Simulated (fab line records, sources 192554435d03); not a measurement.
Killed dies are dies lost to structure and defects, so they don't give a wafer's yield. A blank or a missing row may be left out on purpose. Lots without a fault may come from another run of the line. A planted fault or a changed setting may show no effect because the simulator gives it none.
Chamber matching | flow n5_finfet | N5_FIN_SAQP_ETCH_65 on rie_si-03: 4 sister chambers
The step etches SiO2 in CF4, target depth 4 nm, time 4.4 s. 4 wafers are shown with their chamber, then 8 later ones without.

WAFERS WITH THEIR CHAMBER
wafer  | chamber | throttle_valve_pct (%)
L081.6 | 0       | 21.43
L087.5 | 1       | 21.42
L087.6 | 2       | 22.23
L090.2 | 3       | 21.62

WAFERS WITHOUT THEIR CHAMBER
wafer  | throttle_valve_pct (%)
L090.4 | 21.42
L090.5 | 22.23
L091.1 | 21.62
L091.2 | 21.43
L091.6 | 21.59
L097.1 | 21.44
L097.4 | 21.43
L097.5 | 22.22

WHICH CHAMBER EACH WENT THROUGH
wafer  | from the rows above     | in truth
L090.4 | can't be placed: 1 or 0 | 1
L090.5 | 2                       | 2
L091.1 | 3                       | 3
L091.2 | can't be placed: 0 or 1 | 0
L091.6 | 3                       | 3
L097.1 | can't be placed: 0 or 1 | 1
L097.4 | can't be placed: 0 or 1 | 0
L097.5 | 2                       | 2
Placed correctly: 4 of 8. Can't be placed from these rows: 4 (the true chamber is among the candidates in 4). Placed wrongly: 0.
How it was worked out, from the rows above alone: a wafer's distance from a chamber is the root of the sum, over the readings, of the square of ((its reading less the chamber's mean) divided by the reading's scatter). The wafer belongs to the nearest chamber; if the next one is less than 2 further off, it can't be placed. A chamber's mean is the mean of its shown wafers. The scatter: with one shown wafer a chamber, the root of the mean of the squares of how far each hidden wafer lies from its nearest shown one.
